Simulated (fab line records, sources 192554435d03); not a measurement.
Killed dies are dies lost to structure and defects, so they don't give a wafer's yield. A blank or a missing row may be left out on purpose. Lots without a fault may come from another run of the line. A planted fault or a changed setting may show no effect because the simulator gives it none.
Split-lot experiment | flow n5_finfet | 7 lots, 39 wafers read, on a route of 1938 steps

THE SPLIT
At N5_ILD0_ALD_15 (deposits SiNx, target thk 24 nm, pulse time 1 s, ald cycles 480), the setting ald_cycles was moved away from the recipe's 480 on 15 of the 39 wafers read, by -43.3% to +24.2%. The other wafers ran this setting at the recipe's value.

The file shows no step between the split and the reading.

THE READING
SiNx_of_ILD0_ALD_15.thk_nm (the simulator's own value, which no gauge read), in nm, at N5_ILD0_CMP_12 (polishes SiNx, stops on poly-Si, t overpolish 6 s, target thk 17.67 nm). The file gives no usual value for it. The 24 wafers here that ran the recipe average 18.0 nm, standard deviation 0.73 nm.

wafer  | tool, chamber at the split | ald_cycles as run | against the recipe | SiNx_of_ILD0_ALD_15.thk_nm, nm | against lot-mates on the recipe
L080.1 | ald_sin-03, 0              | 480               | recipe             | 17.6                           | -
L080.3 | ald_sin-03, 3              | 480               | recipe             | 18.8                           | -
L080.4 | ald_sin-03, 1              | 480               | recipe             | 17.2                           | -
L086.3 | ald_sin-04, 3,0,2,3        | 480               | recipe             | 18.8                           | -
L086.2 | ald_sin-04, 3,0,2,3        | 480               | recipe             | 18                             | -
L086.4 | ald_sin-04, 3,0,2,3        | 480               | recipe             | 18                             | -
L086.1 | ald_sin-04, 1,0            | 480               | recipe             | 18.6                           | -
L086.5 | ald_sin-04, 1,0            | 480               | recipe             | 18.4                           | -
L086.6 | ald_sin-04, 3,0,2,3        | 480               | recipe             | 18                             | -
L087.1 | ald_sin-04, 0,1,3          | 480               | recipe             | 17.6                           | -
L087.2 | ald_sin-04, 2,1,0          | 333               | -30.6%             | 16.6                           | -1.3
L087.3 | ald_sin-04, 0,1,3          | 480               | recipe             | 18.4                           | -
L087.4 | ald_sin-04, 0,1,3          | 480               | recipe             | 17.6                           | -
L087.6 | ald_sin-04, 2,1,0          | 333               | -30.6%             | 16.6                           | -1.3
L087.5 | ald_sin-04, 2,1,0          | 333               | -30.6%             | 16.6                           | -1.3
L088.1 | ald_sin-04, 0,3,2          | 480               | recipe             | 18.6                           | -
L088.2 | ald_sin-04, 0,3,2          | 480               | recipe             | 18                             | -
L088.4 | ald_sin-04, 1,2,3          | 596               | +24.2%             | 17.6                           | -0.7
L088.3 | ald_sin-04, 1,2,3          | 596               | +24.2%             | 18.2                           | -0.1
L088.6 | ald_sin-04, 0,3,2          | 480               | recipe             | 18.4                           | -
L088.5 | ald_sin-04, 1,2,3          | 596               | +24.2%             | 18.4                           | +0.1
L093.3 | ald_sin-02, 3              | 272               | -43.3%             | 13.6                           | -4.8
L093.4 | ald_sin-02, 1              | 480               | recipe             | 17.4                           | -
L093.2 | ald_sin-02, 0              | 480               | recipe             | 19                             | -
L093.1 | ald_sin-02, 2              | 272               | -43.3%             | 13.8                           | -4.6
L093.6 | ald_sin-02, 3              | 480               | recipe             | 18.8                           | -
L093.5 | ald_sin-02, 0              | 272               | -43.3%             | 13.4                           | -5.0
L094.3 | ald_sin-02, 1,3,3          | 480               | recipe             | 18.2                           | -
L094.1 | ald_sin-02, 0              | 297               | -38.1%             | 14.6                           | -3.5
L094.2 | ald_sin-02, 1,3,3          | 480               | recipe             | 18.4                           | -
L094.4 | ald_sin-02, 2,0            | 297               | -38.1%             | 14.8                           | -3.3
L094.6 | ald_sin-02, 1,3,3          | 480               | recipe             | 17.6                           | -
L094.5 | ald_sin-02, 2,0            | 297               | -38.1%             | 14.8                           | -3.3
L095.1 | ald_sin-04, 3,0,1          | 284               | -40.8%             | 14.2                           | -2.6
L095.4 | ald_sin-04, 3,0,1          | 284               | -40.8%             | 14.2                           | -2.6
L095.3 | ald_sin-04, 2              | 480               | recipe             | 18                             | -
L095.2 | ald_sin-04, 1,2            | 480               | recipe             | 15.8                           | -
L095.5 | ald_sin-04, 1,2            | 480               | recipe             | 16.6                           | -
L095.6 | ald_sin-04, 3,0,1          | 284               | -40.8%             | 14.2                           | -2.6
Where a row lists several chambers, the file gives one row for several wafers and doesn't say which wafer went through which chamber.

THE FIT
A straight line over all 39 wafers: SiNx_of_ILD0_ALD_15.thk_nm changes by +0.0739 nm for each +1% of ald_cycles; r = +0.87; the points scatter about the line by 0.88 nm.
The same after taking each lot's own level away (the mean of its wafers on the recipe; 39 wafers): +0.0671 nm for each +1%; r = +0.84; scatter 0.89 nm.
On that fit, the largest move of ald_cycles shifts the reading by 2.9 nm.
The lots' own levels span 16.80 to 18.40 nm, that is 2.2 times the standard deviation above.
So the lot-to-lot level changes the slope: the two fits differ.
Check: with one of the wafers moved furthest among these (-43.3%) left out of the fit, the line predicts -3.02 nm for it against its lot-mates. It came out at -4.8 nm against them.

OTHER SPLITS ON THESE WAFERS
These wafers also went through other splits before the reading. Each is held against what the fit with the lots' levels taken away leaves over:
other split on the same wafers                 | wafers away from the commonest value | r with SiNx_of_ILD0_ALD_15.thk_nm (lot level and that fit taken away)
N5_PMOS_HMC_CHANNEL_EPI_HM_DEP_34 target_thk_a | 6                                    | +0.04
N5_FIN_SAQP_HM_DEP_03 time_s                   | 12                                   | -0.03

THE WHOLE CHAIN: every reading that the file lists as answering this split, in the file's order
step                | what it does                                                           | reading                                                                     | change (the file's fit)                | r (the file's)
N5_ILD0_ALD_15      | deposits SiNx, target thk 24 nm, pulse time 1 s, ald cycles 480        | SiNx_of_ILD0_ALD_15.thk_nm (the simulator's own value, which no gauge read) | +0.241 nm for each +1% of the setting  | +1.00
N5_ILD0_CMP_12      | polishes SiNx, stops on poly-Si, t overpolish 6 s, target thk 17.67 nm | time_to_endpoint_s                                                          | withheld for each +1% of the setting   | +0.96
N5_ILD0_CMP_12      | polishes SiNx, stops on poly-Si, t overpolish 6 s, target thk 17.67 nm | SiNx_of_ILD0_ALD_15.thk_nm (the simulator's own value, which no gauge read) | +0.0726 nm for each +1% of the setting | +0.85
N5_ILD0_THK_MEAS_13 |                                                                        | thk_nm                                                                      | withheld for each +1% of the setting   | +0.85

THE FILE'S OWN FIT
SiNx_of_ILD0_ALD_15.thk_nm changes by +0.0726 nm for each +1% of ald_cycles, r = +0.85.
